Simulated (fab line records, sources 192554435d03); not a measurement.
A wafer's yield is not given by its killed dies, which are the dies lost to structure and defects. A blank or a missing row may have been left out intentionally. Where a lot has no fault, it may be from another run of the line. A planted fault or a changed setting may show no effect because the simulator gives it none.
fab line records	flow n5Finfet
record lots=24	wafers=72	lastDay=17
route steps=1938 shown STI_FIN_REVEAL@188 DUMMY_GATE@219 SD_EPI_N@273 SDB@368
lots with no fault: from the same line, run without faults
startH: hours from the record's opening day to when the first of the lot's shown wafers began	waitH: time in hours since the lot's previous step	" unchanged from the row above	L1.1+2: one row covering several wafers at once	- no value, or no start was given	* or withheld: withheld	< > ~ a bound
route shown NAME@n: NAME is a module with steps in the file, n the number in the route of the first one	usual: mean and standard deviation over wafers with no fault	same: alike in all rows	chamber/n: place in a boat	sites: readings site by site	_std_site: the values' standard deviation	_edge_site: outer sites' mean less inner sites'	radiusMm: for every site, how far away it sits from the centre of the wafer	mask NAME#n: copy n	behind: the last tool/chamber to shape the wafer	hold: what put the lot on hold/how long, in hours/how the hold closed	device: the transistor (n, p or np) that didn't switch	end of line: the route-end tests of the same wafers	a step given without rows: its recipe and nothing more	killed: not the wafer's yield, but the dies lost to structure and defects at the first sort	map: a wafer's dies, x killed, . not, _ none there
set.NAME: the setting the step ran with; set.NAME@STEP: the setting that earlier step ran with	model.NAME: the simulator's own value behind a step, which no gauge read
a sample of lots followed through the steps of the route, with each step as a table and each wafer as a row
services: the hour from which a tool's chamber was out of use, counted from the record's first day as startH (under 0 if before that day), plus the number of hours and why
## steps
# step N5_STI_FIN_REVEAL_THK_MEAS_05
# usual thkNm=131.8/1
lot.wafer	tool	chamber	startH	waitH	thkNm
L074.2	filmMetro-01	-	36.76	-	130.2
L074.3	"	-	"	"	131.1
L074.4	"	-	"	"	130.6
L075.1	filmMetro-01	-	41.47	-	130.7
L075.4	"	-	"	"	131.4
L075.5	"	-	"	"	132.7
L076.3	filmMetro-02	-	46.60	-	133.1
L076.5	"	-	"	"	132.0
L076.6	"	-	"	"	131.7
L077.2	filmMetro-01	-	52.46	-	132.1
L077.3	"	-	"	"	131.6
L077.4	"	-	"	"	131.8
L078.1	filmMetro-02	-	58.69	-	130.9
L078.4	"	-	"	"	131.2
L078.5	"	-	"	"	130.0
L079.1	filmMetro-02	-	64.62	-	130.3
L079.4	"	-	"	"	128.8
L079.6	"	-	"	"	131.7
L080.3	filmMetro-02	-	70.16	-	132.7
L080.4	"	-	"	"	132.3
L080.5	"	-	"	"	130.3
L081.3	filmMetro-02	-	76.62	-	130.3
L081.5	"	-	"	"	131.6
L081.6	"	-	"	"	131.1
L082.1	filmMetro-01	-	83.50	-	132.7
L082.4	"	-	"	"	133.6
L082.6	"	-	"	"	133.4
L083.1	filmMetro-01	-	89.04	-	132.2
L083.4	"	-	"	"	131.5
L083.5	"	-	"	"	133.1
L084.1	filmMetro-02	-	94.58	-	131.9
L084.2	"	-	"	"	131.5
L084.6	"	-	"	"	131.7
L085.3	filmMetro-01	-	99.93	-	130.8
L085.5	"	-	"	"	130.2
L085.6	"	-	"	"	130.6
L086.1	filmMetro-02	-	106.55	-	131.0
L086.5	"	-	"	"	131.2
L086.6	"	-	"	"	133.1
L087.1	filmMetro-02	-	110.36	-	131.7
L087.2	"	-	"	"	131.2
L087.3	"	-	"	"	131.1
L088.2	filmMetro-02	-	117.30	-	132.5
L088.5	"	-	"	"	133.0
L088.6	"	-	"	"	133.3
L089.1	filmMetro-01	-	124.33	-	131.8
L089.4	"	-	"	"	132.4
L089.6	"	-	"	"	131.2
L090.2	filmMetro-02	-	129.92	-	131.8
L090.3	"	-	"	"	132.0
L090.6	"	-	"	"	131.5
L091.1	filmMetro-01	-	136.27	-	133.1
L091.2	"	-	"	"	133.0
L091.3	"	-	"	"	133.2
L092.2	filmMetro-02	-	143.58	-	131.7
L092.4	"	-	"	"	131.0
L092.5	"	-	"	"	132.2
L093.1	filmMetro-02	-	148.40	-	131.5
L093.5	"	-	"	"	132.1
L093.6	"	-	"	"	132.7
L094.1	filmMetro-01	-	153.97	-	132.2
L094.3	"	-	"	"	131.1
L094.4	"	-	"	"	131.3
L095.2	filmMetro-01	-	159.59	-	132.1
L095.4	"	-	"	"	132.0
L095.5	"	-	"	"	131.4
L096.1	filmMetro-01	-	165.17	-	130.4
L096.3	"	-	"	"	131.7
L096.6	"	-	"	"	131.1
L097.3	filmMetro-02	-	171.18	-	134.1
L097.4	"	-	"	"	132.3
L097.6	"	-	"	"	132.2
# step N5_DUMMY_GATE_THK_MEAS_05
# usual thkNm=71.9/0.99
lot.wafer	tool	chamber	startH	waitH	thkNm
L074.2	filmMetro-01	-	47.17	0.1	73.9
L074.3	"	-	"	"	73.9
L074.4	"	-	"	"	74.3
L075.1	filmMetro-01	-	49.61	0.2	71.6
L075.4	"	-	"	"	72.2
L075.5	"	-	"	"	71.4
L076.3	filmMetro-01	-	55.10	0.2	71.9
L076.5	"	-	"	"	71.1
L076.6	"	-	"	"	71.9
L077.2	filmMetro-02	-	60.32	0.2	72.8
L077.3	"	-	"	"	71.4
L077.4	"	-	"	"	72.1
L078.1	filmMetro-02	-	67.16	0.2	74.1
L078.4	"	-	"	"	72.8
L078.5	"	-	"	"	71.2
L079.1	filmMetro-02	-	72.53	0.1	72.4
L079.4	"	-	"	"	72.1
L079.6	"	-	"	"	72.1
L080.3	filmMetro-02	-	78.66	0.1	70.9
L080.4	"	-	"	"	71.4
L080.5	"	-	"	"	70.4
L081.3	filmMetro-02	-	84.16	0.1	72.8
L081.5	"	-	"	"	72.7
L081.6	"	-	"	"	73.5
L082.1	filmMetro-01	-	91.28	0.2	72.8
L082.4	"	-	"	"	72.3
L082.6	"	-	"	"	72.5
L083.1	filmMetro-02	-	97.32	0.1	71.7
L083.4	"	-	"	"	72.6
L083.5	"	-	"	"	71.5
L084.1	filmMetro-01	-	102.18	0.1	71.3
L084.2	"	-	"	"	73.2
L084.6	"	-	"	"	71.5
L085.3	filmMetro-01	-	107.55	0.1	74.4
L085.5	"	-	"	"	73.3
L085.6	"	-	"	"	73.4
L086.1	filmMetro-01	-	115.46	0.1	70.7
L086.5	"	-	"	"	70.9
L086.6	"	-	"	"	71.3
L087.1	filmMetro-02	-	118.23	0.2	72.8
L087.2	"	-	"	"	73.4
L087.3	"	-	"	"	73.0
L088.2	filmMetro-02	-	129.69	0.1	71.0
L088.5	"	-	"	"	71.0
L088.6	"	-	"	"	72.5
L089.1	filmMetro-02	-	133.34	0.1	71.2
L089.4	"	-	"	"	72.0
L089.6	"	-	"	"	74.0
L090.2	filmMetro-02	-	137.63	0.1	72.3
L090.3	"	-	"	"	71.5
L090.6	"	-	"	"	71.7
L091.1	filmMetro-02	-	144.18	0.1	71.4
L091.2	"	-	"	"	71.3
L091.3	"	-	"	"	71.9
L092.2	filmMetro-01	-	153.16	0.2	72.3
L092.4	"	-	"	"	72.4
L092.5	"	-	"	"	72.0
L093.1	filmMetro-01	-	156.10	0.2	70.0
L093.5	"	-	"	"	72.7
L093.6	"	-	"	"	71.5
L094.1	filmMetro-01	-	163.03	0.1	69.2
L094.3	"	-	"	"	70.5
L094.4	"	-	"	"	70.4
L095.2	filmMetro-02	-	167.55	0.1	72.0
L095.4	"	-	"	"	71.8
L095.5	"	-	"	"	71.1
L096.1	filmMetro-02	-	174.88	0.1	72.3
L096.3	"	-	"	"	72.9
L096.6	"	-	"	"	72.7
L097.3	filmMetro-01	-	178.75	0.2	72.1
L097.4	"	-	"	"	73.2
L097.6	"	-	"	"	71.4
# step N5_DUMMY_GATE_OVL_MEAS_16
# recipe pointsPerWafer=522
# usual GATE_OVL=-0.2/0.8
lot.wafer	tool	chamber	startH	waitH	GATE_OVL[nm]
L074.2	overlay-02	0	51.52	0.0	0.2
L074.3	"	0	"	"	0.9
L074.4	"	0	"	"	-0.3
L075.1	overlay-01	0	54.07	0.0	-2.0
L075.4	"	0	"	"	-1.2
L075.5	"	0	"	"	-1.0
L076.3	overlay-01	0	59.56	0.0	-0.4
L076.5	"	0	"	"	0.3
L076.6	"	0	"	"	-1.2
L077.2	overlay-01	0	64.78	0.0	-0.5
L077.3	"	0	"	"	-0.7
L077.4	"	0	"	"	-1.0
L078.1	overlay-01	0	71.67	0.0	1.5
L078.4	"	0	"	"	-0.1
L078.5	"	0	"	"	0.7
L079.1	overlay-02	0	76.99	0.0	-0.1
L079.4	"	0	"	"	-0.3
L079.6	"	0	"	"	0.5
L080.3	overlay-02	0	83.01	0.0	-0.2
L080.4	"	0	"	"	-0.6
L080.5	"	0	"	"	-1.0
L081.3	overlay-02	0	88.63	0.0	-1.1
L081.5	"	0	"	"	-1.4
L081.6	"	0	"	"	0.7
L082.1	overlay-01	0	95.61	0.0	0.2
L082.4	"	0	"	"	-0.3
L082.6	"	0	"	"	0.4
L083.1	overlay-01	0	101.65	0.0	0.2
L083.4	"	0	"	"	-1.4
L083.5	"	0	"	"	0.0
L084.1	overlay-02	0	106.64	0.0	0.1
L084.2	"	0	"	"	0.4
L084.6	"	0	"	"	0.6
L085.3	overlay-02	0	112.05	0.0	0.1
L085.5	"	0	"	"	-0.5
L085.6	"	0	"	"	2.1
L086.1	overlay-02	0	122.34	0.0	-0.1
L086.5	"	0	"	"	-2.0
L086.6	"	0	"	"	-1.7
L087.1	overlay-02	0	126.24	0.0	-0.2
L087.2	"	0	"	"	-1.0
L087.3	"	0	"	"	0.3
L088.2	overlay-02	0	134.17	0.0	-0.3
L088.5	"	0	"	"	0.0
L088.6	"	0	"	"	-0.1
L089.1	overlay-01	0	137.67	0.0	-1.0
L089.4	"	0	"	"	0.0
L089.6	"	0	"	"	-0.4
L090.2	overlay-01	0	142.09	0.0	-0.4
L090.3	"	0	"	"	-0.1
L090.6	"	0	"	"	-0.3
L091.1	overlay-01	0	148.64	0.0	-0.3
L091.2	"	0	"	"	-0.2
L091.3	"	0	"	"	0.3
L092.2	overlay-02	0	159.47	0.0	-0.5
L092.4	"	0	"	"	-0.1
L092.5	"	0	"	"	0.5
L093.1	overlay-02	0	162.38	0.0	-0.8
L093.5	"	0	"	"	-0.3
L093.6	"	0	"	"	-1.2
L094.1	overlay-01	0	169.44	0.0	0.4
L094.3	"	0	"	"	-0.4
L094.4	"	0	"	"	-1.1
L095.2	overlay-02	0	172.01	0.0	-0.5
L095.4	"	0	"	"	0.2
L095.5	"	0	"	"	-0.7
L096.1	overlay-01	0	181.17	0.0	-0.6
L096.3	"	0	"	"	-0.8
L096.6	"	0	"	"	-0.1
L097.3	overlay-02	0	183.11	0.1	-0.7
L097.4	"	0	"	"	0.0
L097.6	"	0	"	"	-0.5
# step N5_SD_EPI_N_DESCUM_14
# recipe chemistry=O2	timeS=7.9	sourcePowerW=50	biasPowerW=20	pressureMtorr=20	rfFrequencyHz=2.712e+07	tempC=40	resist=CAR-ArF-block	o2FlowSccm=225
# usual drypumpMotorCurrentA=5.8/0.42	oesProductAu=0.80/0.096	rfVppV=243.5/1.4	showerheadPlenumPTorr=2.11/0.08	throttleValvePct=20.30/0.23
lot.wafer	tool	chamber	startH	waitH	drypumpMotorCurrentA	oesProductAu	rfHoursCounterH	rfVppV	showerheadPlenumPTorr	throttleValvePct
L074.2	rieDiel-06	3	54.02	0.0	6.6	0.71	181	241.5	1.99	20.01
L074.3	"	1	"	"	6.5	0.95	17	244.1	2.23	20.27
L074.4	"	2	"	"	5.7	0.81	-	241.2	2.02	20.37
L075.1	rieDiel-05	1	56.46	0.0	5.6	0.79	89	245.1	2.20	20.12
L075.4	"	0	"	"	5.0	0.71	231	242.5	1.98	20.73
L075.5	"	1	"	"	5.7	0.79	-	244.0	2.20	20.10
L076.3	rieDiel-04	1	61.99	0.0	6.0	0.93	19	242.8	2.14	19.91
L076.5	"	3	"	"	5.6	0.70	-	244.3	2.15	20.38
L076.6	"	0	"	"	5.4	0.97	-	244.6	2.15	20.28
L077.2	rieDiel-06	2	67.10	0.0	5.7	0.81	111	242.9	2.02	20.38
L077.3	"	1	"	"	6.5	0.93	24	246.5	2.23	20.29
L077.4	"	2	"	"	5.6	0.80	-	241.7	2.02	20.37
L078.1	rieDiel-05	3	74.09	0.0	5.9	0.69	200	243.6	2.08	20.54
L078.4	"	2	"	"	5.8	0.70	239	244.0	2.15	20.15
L078.5	"	1	"	"	5.7	0.78	-	243.5	2.20	20.13
L079.1	rieDiel-04	1	80.22	0.3	6.0	0.90	25	243.0	2.14	19.92
L079.4	"	0	"	"	5.5	0.94	12	242.7	2.15	20.28
L079.6	"	0	"	"	5.4	0.95	-	243.3	2.15	20.27
L080.3	rieDiel-04	0	85.65	0.0	5.4	0.94	15	243.2	2.14	20.29
L080.4	"	3	"	"	5.6	0.70	230	243.9	2.15	20.39
L080.5	"	0	"	"	5.4	0.95	-	244.4	2.14	20.28
L081.3	rieDiel-06	2	91.68	0.0	5.6	0.81	122	242.6	2.01	20.40
L081.5	"	2	"	"	5.6	0.81	-	243.5	2.01	20.38
L081.6	"	1	"	"	6.4	0.92	-	245.6	2.23	20.29
L082.1	rieDiel-05	0	97.99	0.0	5.1	0.70	245	241.2	1.97	20.76
L082.4	"	2	"	"	5.8	0.69	248	244.7	2.15	20.15
L082.6	"	0	"	"	5.1	0.69	-	242.4	1.97	20.75
L083.1	rieDiel-05	3	104.33	0.0	5.9	0.68	211	242.2	2.07	20.55
L083.4	"	0	"	"	5.1	0.69	-	241.3	1.97	20.75
L083.5	"	1	"	"	5.6	0.78	-	243.4	2.19	20.15
L084.1	rieDiel-04	0	109.95	1.1	5.4	0.92	25	244.0	2.14	20.31
L084.2	"	2	"	"	5.9	0.84	66	243.1	2.12	20.57
L084.6	"	0	"	"	5.4	0.92	-	244.0	2.14	20.31
L085.3	rieDiel-05	3	114.65	0.0	5.9	0.68	215	243.3	2.07	20.55
L085.5	"	3	"	"	5.9	0.68	-	243.2	2.07	20.55
L085.6	"	1	"	"	5.7	0.77	-	246.2	2.19	20.15
L086.1	rieDiel-04	3	125.06	0.3	5.6	0.69	246	242.7	2.14	20.41
L086.5	"	0	"	"	5.4	0.91	-	243.7	2.14	20.32
L086.6	"	1	"	"	6.0	0.88	-	242.7	2.13	19.93
L087.1	rieDiel-05	1	128.75	0.2	5.7	0.76	118	244.0	2.19	20.16
L087.2	"	2	"	"	5.8	0.97	6	244.3	2.14	19.79
L087.3	"	3	"	"	5.9	0.67	223	242.7	2.07	20.56
L088.2	rieDiel-04	2	137.33	0.0	5.9	0.83	76	245.2	2.12	20.59
L088.5	"	2	"	"	5.9	0.83	-	243.6	2.12	20.60
L088.6	"	1	"	"	6.0	0.88	-	243.4	2.13	19.95
L089.1	rieDiel-05	3	139.95	0.0	5.9	0.68	229	242.6	2.07	20.57
L089.4	"	1	"	"	5.7	0.75	124	243.8	2.19	20.17
L089.6	"	0	"	"	5.1	0.97	-	245.7	2.23	20.36
L090.2	rieDiel-06	3	145.07	0.0	6.6	0.69	221	240.6	1.98	20.07
L090.3	"	1	"	"	6.4	0.87	57	245.8	2.22	20.32
L090.6	"	0	"	"	5.9	0.75	-	242.6	2.10	20.28
L091.1	rieDiel-06	1	151.71	0.8	6.4	0.86	60	245.9	2.22	20.33
L091.2	"	2	"	"	5.7	0.77	146	241.3	2.01	20.42
L091.3	"	0	"	"	5.9	0.74	144	243.7	2.10	20.28
L092.2	rieDiel-06	3	161.89	0.1	6.6	0.68	227	242.4	1.97	20.08
L092.4	"	0	"	"	5.9	0.74	148	243.4	2.10	20.33
L092.5	"	2	"	"	5.6	0.78	-	242.5	2.01	20.43
L093.1	rieDiel-06	0	165.11	0.1	5.9	0.74	148	242.0	2.10	20.30
L093.5	"	0	"	"	5.9	0.74	-	244.4	2.10	20.32
L093.6	"	3	"	"	6.6	0.68	-	241.4	1.97	20.10
L094.1	rieDiel-06	2	171.65	0.0	5.6	0.77	154	242.2	2.00	20.43
L094.3	"	3	"	"	6.6	0.68	231	242.3	1.97	20.11
L094.4	"	1	"	"	6.4	0.87	66	244.2	2.22	20.34
L095.2	rieDiel-05	1	174.42	0.0	5.7	0.75	135	245.7	2.18	20.18
L095.4	"	0	"	"	5.0	0.91	13	244.6	2.23	20.38
L095.5	"	0	"	"	5.1	0.92	-	245.5	2.23	20.39
L096.1	rieDiel-04	0	184.57	0.0	5.4	0.87	53	245.3	2.13	20.34
L096.3	"	2	"	"	5.9	0.80	94	243.7	2.11	20.62
L096.6	"	2	"	"	5.9	0.80	-	244.5	2.11	20.62
L097.3	rieDiel-04	0	186.23	0.0	5.4	0.87	54	243.6	2.13	20.33
L097.4	"	1	"	"	6.0	0.85	60	244.0	2.12	19.98
L097.6	"	2	"	"	5.9	0.81	-	244.0	2.11	20.62
# step N5_SD_EPI_N_ETCH_16
# recipe chemistry=CHF3/O2	target=SiO2	targetDepthA=50	maskMaterial=SOC	pressureMtorr=30	sourceW=650	biasW=170	Ar_flow_sccm=200	CHF3_flow_sccm=50	O2_flow_sccm=5	ionEnergyEv=200
# usual CHF3_flow_sccm=50.00/0.16	drypumpMotorCurrentA=5.8/0.42	oesProductAu=0.80/0.094	rfVppV=526/5.6	showerheadPlenumPTorr=2.43/0.087	throttleValvePct=18.78/0.22
lot.wafer	tool	chamber	startH	waitH	CHF3_flow_sccm	drypumpMotorCurrentA	oesProductAu	rfHoursCounterH	rfVppV	showerheadPlenumPTorr	throttleValvePct
L074.2	rieDiel-06	3	54.64	0.1	50.21	6.6	0.72	181	522	2.30	18.50
L074.3	"	1	"	"	50.10	6.5	0.94	17	523	2.56	18.71
L074.4	"	2	"	"	49.92	5.6	0.80	-	520	2.33	18.85
L075.1	rieDiel-05	1	57.07	0.1	50.02	5.6	0.80	89	532	2.53	18.63
L075.4	"	0	"	"	50.00	5.1	0.71	231	515	2.28	19.21
L075.5	"	1	"	"	50.08	5.7	0.79	-	532	2.53	18.62
L076.3	rieDiel-04	1	62.61	0.1	50.04	6.0	0.92	19	528	2.47	18.46
L076.5	"	3	"	"	50.02	5.6	0.71	-	530	2.48	18.87
L076.6	"	0	"	"	50.29	5.4	0.96	-	536	2.47	18.74
L077.2	rieDiel-06	2	67.72	0.1	49.87	5.7	0.81	112	521	2.33	18.86
L077.3	"	1	"	"	49.90	6.4	0.92	24	526	2.56	18.73
L077.4	"	2	"	"	49.90	5.6	0.80	-	521	2.33	18.87
L078.1	rieDiel-05	3	74.71	0.1	49.90	5.9	0.69	200	528	2.39	19.00
L078.4	"	2	"	"	50.39	5.8	0.69	239	524	2.47	18.62
L078.5	"	1	"	"	50.11	5.7	0.78	-	533	2.53	18.64
L079.1	rieDiel-04	1	80.84	0.1	49.82	6.0	0.90	25	528	2.47	18.44
L079.4	"	0	"	"	49.97	5.4	0.94	13	538	2.47	18.75
L079.6	"	0	"	"	49.99	5.4	0.93	-	537	2.47	18.73
L080.3	rieDiel-04	0	86.26	0.1	49.57	5.5	0.93	16	537	2.46	18.75
L080.4	"	3	"	"	50.16	5.6	0.69	230	528	2.47	18.89
L080.5	"	0	"	"	49.88	5.4	0.93	-	538	2.46	18.74
L081.3	rieDiel-06	2	92.29	0.1	50.09	5.6	0.80	122	521	2.33	18.87
L081.5	"	2	"	"	50.03	5.7	0.80	-	521	2.33	18.87
L081.6	"	1	"	"	49.70	6.4	0.91	-	526	2.55	18.73
L082.1	rieDiel-05	0	98.60	0.1	50.05	5.1	0.70	246	516	2.28	19.24
L082.4	"	2	"	"	50.02	5.8	0.70	249	524	2.46	18.63
L082.6	"	0	"	"	50.17	5.0	0.70	-	516	2.28	19.24
L083.1	rieDiel-05	3	104.95	0.1	49.95	5.9	0.68	211	528	2.39	19.03
L083.4	"	0	"	"	49.95	5.1	0.70	-	517	2.28	19.25
L083.5	"	1	"	"	49.71	5.6	0.77	-	531	2.53	18.66
L084.1	rieDiel-04	0	110.57	0.1	49.94	5.4	0.91	26	537	2.46	18.76
L084.2	"	2	"	"	49.87	6.0	0.84	66	528	2.44	19.01
L084.6	"	0	"	"	49.93	5.4	0.90	-	537	2.46	18.78
L085.3	rieDiel-05	3	115.26	0.1	49.90	5.9	0.68	216	528	2.39	19.03
L085.5	"	3	"	"	50.08	5.9	0.68	-	527	2.39	19.04
L085.6	"	1	"	"	49.83	5.7	0.76	-	531	2.52	18.64
L086.1	rieDiel-04	3	125.68	0.1	49.97	5.6	0.69	246	528	2.47	18.91
L086.5	"	0	"	"	49.86	5.4	0.91	-	535	2.46	18.79
L086.6	"	1	"	"	49.83	6.0	0.89	-	527	2.46	18.46
L087.1	rieDiel-05	1	129.37	0.1	50.13	5.6	0.76	118	531	2.52	18.67
L087.2	"	2	"	"	49.92	5.8	0.96	6	524	2.46	18.27
L087.3	"	3	"	"	50.29	5.9	0.68	223	527	2.38	19.04
L088.2	rieDiel-04	2	137.95	0.1	49.96	5.9	0.84	77	527	2.44	19.02
L088.5	"	2	"	"	49.76	5.9	0.82	-	528	2.44	19.02
L088.6	"	1	"	"	50.21	6.0	0.88	-	527	2.46	18.47
L089.1	rieDiel-05	3	140.57	0.1	50.14	5.9	0.66	229	528	2.38	19.05
L089.4	"	1	"	"	50.09	5.7	0.75	124	533	2.52	18.68
L089.6	"	0	"	"	49.97	5.0	0.96	-	524	2.57	18.84
L090.2	rieDiel-06	3	145.68	0.1	50.12	6.6	0.68	221	524	2.28	18.57
L090.3	"	1	"	"	50.10	6.4	0.87	58	523	2.54	18.77
L090.6	"	0	"	"	49.97	5.9	0.74	-	518	2.41	18.73
L091.1	rieDiel-06	1	152.32	0.1	49.87	6.5	0.87	60	524	2.54	18.78
L091.2	"	2	"	"	49.73	5.6	0.77	147	520	2.32	18.92
L091.3	"	0	"	"	50.01	5.9	0.74	145	517	2.41	18.72
L092.2	rieDiel-06	3	162.50	0.1	50.21	6.6	0.68	227	521	2.28	18.58
L092.4	"	0	"	"	49.97	5.9	0.73	148	518	2.41	18.72
L092.5	"	2	"	"	49.67	5.6	0.76	-	521	2.32	18.91
L093.1	rieDiel-06	0	165.73	0.1	50.07	5.9	0.73	149	518	2.41	18.71
L093.5	"	0	"	"	50.11	5.9	0.73	-	517	2.41	18.73
L093.6	"	3	"	"	49.98	6.6	0.69	-	522	2.28	18.60
L094.1	rieDiel-06	2	172.26	0.1	49.98	5.6	0.76	154	520	2.31	18.92
L094.3	"	3	"	"	49.91	6.6	0.68	232	521	2.28	18.61
L094.4	"	1	"	"	49.96	6.5	0.86	66	524	2.54	18.79
L095.2	rieDiel-05	1	175.04	0.1	50.19	5.6	0.75	135	531	2.51	18.70
L095.4	"	0	"	"	49.96	5.1	0.92	14	524	2.56	18.86
L095.5	"	0	"	"	49.76	5.0	0.92	-	523	2.56	18.85
L096.1	rieDiel-04	0	185.18	0.1	50.19	5.5	0.87	53	538	2.45	18.81
L096.3	"	2	"	"	50.05	6.0	0.81	94	527	2.43	19.06
L096.6	"	2	"	"	49.85	5.9	0.81	-	527	2.43	19.06
L097.3	rieDiel-04	0	186.84	0.1	49.87	5.4	0.86	54	537	2.45	18.82
L097.4	"	1	"	"	49.95	6.0	0.85	60	527	2.45	18.50
L097.6	"	2	"	"	50.00	5.9	0.81	-	530	2.43	19.07
# step N5_SDB_ETCH_25
# recipe chemistry=C4F6/O2	target=SiO2	targetDepthA=100	timeS=3.3	ionEnergyEv=250	maskMaterial=SiNx	pressureMtorr=30	sourceW=345	biasW=185	Ar_flow_sccm=300	C4F6_flow_sccm=10	O2_flow_sccm=10
# usual drypumpMotorCurrentA=5.9/0.41	oesProductAu=0.81/0.093	rfVppV=668/6.3	showerheadPlenumPTorr=2.86/0.1	throttleValvePct=21.01/0.22
lot.wafer	tool	chamber	startH	waitH	drypumpMotorCurrentA	oesProductAu	rfHoursCounterH	rfVppV	showerheadPlenumPTorr	throttleValvePct
L074.2	rieDiel-06	2	72.15	0.0	5.6	0.81	113	663	2.75	21.14
L074.3	"	1	"	"	6.4	0.93	26	666	3.02	21.01
L074.4	"	2	"	"	5.7	0.80	-	663	2.75	21.12
L075.1	rieDiel-06	1	73.76	0.0	6.5	0.93	27	667	3.02	21.01
L075.4	"	3	"	"	6.6	0.73	-	663	2.71	20.77
L075.5	"	1	"	"	6.4	0.93	-	667	3.02	21.02
L076.3	rieDiel-05	1	80.19	0.5	5.6	0.79	97	675	2.99	20.91
L076.5	"	0	"	"	5.1	0.70	-	655	2.70	21.47
L076.6	"	1	"	"	5.6	0.79	-	677	2.99	20.90
L077.2	rieDiel-04	3	84.26	0.3	5.6	0.70	230	672	2.92	21.14
L077.3	"	0	"	"	5.4	0.94	15	683	2.91	21.03
L077.4	"	2	"	"	5.9	0.86	56	670	2.89	21.29
L078.1	rieDiel-04	2	91.07	0.0	5.9	0.85	58	671	2.89	21.30
L078.4	"	1	"	"	6.0	0.90	29	670	2.91	20.74
L078.5	"	2	"	"	5.9	0.85	-	673	2.89	21.29
L079.1	rieDiel-04	2	98.19	0.0	5.9	0.84	60	671	2.89	21.29
L079.4	"	1	"	"	6.0	0.89	31	669	2.91	20.74
L079.6	"	0	"	"	5.4	0.92	-	683	2.91	21.03
L080.3	rieDiel-04	2	103.19	0.0	5.9	0.84	62	670	2.89	21.31
L080.4	"	3	"	"	5.6	0.69	236	668	2.92	21.15
L080.5	"	2	"	"	5.8	0.85	-	671	2.89	21.30
L081.3	rieDiel-06	1	110.62	0.0	6.5	0.88	44	667	3.01	21.02
L081.5	"	1	"	"	6.5	0.89	-	668	3.01	21.00
L081.6	"	3	"	"	6.6	0.69	-	664	2.70	20.78
L082.1	rieDiel-06	2	114.49	0.1	5.6	0.79	133	662	2.74	21.16
L082.4	"	2	"	"	5.6	0.79	-	662	2.74	21.15
L082.6	"	3	"	"	6.6	0.69	-	661	2.70	20.78
L083.1	rieDiel-05	2	120.86	0.0	5.8	0.99	2	665	2.90	20.48
L083.4	"	2	"	"	5.8	0.98	-	666	2.90	20.47
L083.5	"	1	"	"	5.7	0.76	-	677	2.98	20.93
L084.1	rieDiel-04	1	127.88	0.9	6.0	0.89	39	671	2.90	20.75
L084.2	"	2	"	"	5.9	0.83	73	670	2.88	21.32
L084.6	"	2	"	"	5.9	0.83	-	670	2.88	21.32
L085.3	rieDiel-05	2	132.16	0.1	5.8	0.95	8	665	2.90	20.48
L085.5	"	2	"	"	5.8	0.95	-	665	2.90	20.48
L085.6	"	1	"	"	5.7	0.75	-	674	2.98	20.92
L086.1	rieDiel-06	2	142.84	0.0	5.6	0.77	143	663	2.74	21.17
L086.5	"	2	"	"	5.6	0.78	-	663	2.74	21.17
L086.6	"	3	"	"	6.6	0.69	-	663	2.70	20.80
L087.1	rieDiel-05	1	145.91	0.6	5.7	0.75	126	674	2.97	20.95
L087.2	"	3	"	"	5.9	0.67	230	669	2.81	21.30
L087.3	"	0	"	"	5.1	0.94	4	666	3.03	21.15
L088.2	rieDiel-04	1	154.32	0.0	6.0	0.86	51	669	2.90	20.76
L088.5	"	2	"	"	5.9	0.82	-	671	2.87	21.34
L088.6	"	3	"	"	5.6	0.99	-	671	2.91	20.77
L089.1	rieDiel-06	3	156.56	0.0	6.6	0.70	225	663	2.69	20.81
L089.4	"	2	"	"	5.7	0.78	148	661	2.74	21.20
L089.6	"	2	"	"	5.6	0.78	-	661	2.74	21.19
L090.2	rieDiel-06	2	161.23	0.0	5.7	0.78	149	662	2.74	21.19
L090.3	"	0	"	"	5.9	0.74	148	656	2.84	20.96
L090.6	"	3	"	"	6.6	0.70	-	664	2.69	20.81
L091.1	rieDiel-05	1	168.84	0.0	5.6	0.75	134	674	2.97	20.96
L091.2	"	2	"	"	5.8	0.94	19	666	2.90	20.53
L091.3	"	3	"	"	5.9	0.67	240	669	2.81	21.33
L092.2	rieDiel-06	0	178.71	0.1	5.9	0.73	154	657	2.84	20.97
L092.4	"	1	"	"	6.5	0.86	67	665	3.00	21.04
L092.5	"	1	"	"	6.5	0.85	-	667	3.00	21.05
L093.1	rieDiel-04	1	184.44	0.7	6.0	0.85	60	670	2.89	20.77
L093.5	"	0	"	"	5.5	0.86	-	682	2.89	21.09
L093.6	"	3	"	"	5.6	0.96	-	670	2.91	20.80
L094.1	rieDiel-06	3	189.39	0.0	6.6	0.67	238	662	2.69	20.81
L094.3	"	0	"	"	5.9	0.73	158	656	2.84	20.96
L094.4	"	2	"	"	5.6	0.76	159	662	2.73	21.18
L095.2	rieDiel-04	3	191.94	0.0	5.6	0.94	11	670	2.91	20.81
L095.4	"	2	"	"	5.9	0.82	-	671	2.87	21.36
L095.5	"	1	"	"	6.0	0.85	-	670	2.89	20.75
L096.1	rieDiel-06	0	204.20	0.7	5.9	0.74	163	655	2.84	20.98
L096.3	"	1	"	"	6.5	0.86	74	666	2.99	21.07
L096.6	"	3	"	"	6.6	0.69	-	662	2.69	20.85
L097.3	rieDiel-04	3	204.45	0.1	5.6	0.93	17	671	2.91	20.82
L097.4	"	0	"	"	5.4	0.86	56	681	2.89	21.11
L097.6	"	3	"	"	5.6	0.93	-	671	2.91	20.83
## services
tool	chamber	startH	hours	kind
rieDiel-04	1	104.02	9.3	repair
rieDiel-05	2	104.20	-	clean
rieDiel-05	2	104.20	-	consumableReplace:focusRing
rieDiel-05	2	104.20	12.5	scheduledDown
rieDiel-05	2	104.20	12.5	ventCycle
rieDiel-05	0	116.69	-	clean
rieDiel-05	0	116.69	-	consumableReplace:focusRing
rieDiel-05	0	116.69	-	consumableReplace:showerhead
rieDiel-05	0	116.69	19.2	scheduledDown
rieDiel-05	0	116.69	19.2	ventCycle
rieDiel-05	2	132.80	6.0	repair
rieDiel-04	3	137.04	-	clean
rieDiel-04	3	137.04	-	consumableReplace:focusRing
rieDiel-04	3	137.04	17.2	scheduledDown
rieDiel-04	3	137.04	17.2	ventCycle
rieDiel-05	3	204.47	-	clean
rieDiel-05	3	204.47	-	consumableReplace:focusRing
rieDiel-05	3	204.47	40.2	scheduledDown
rieDiel-05	3	204.47	40.2	ventCycle
## key
fault none
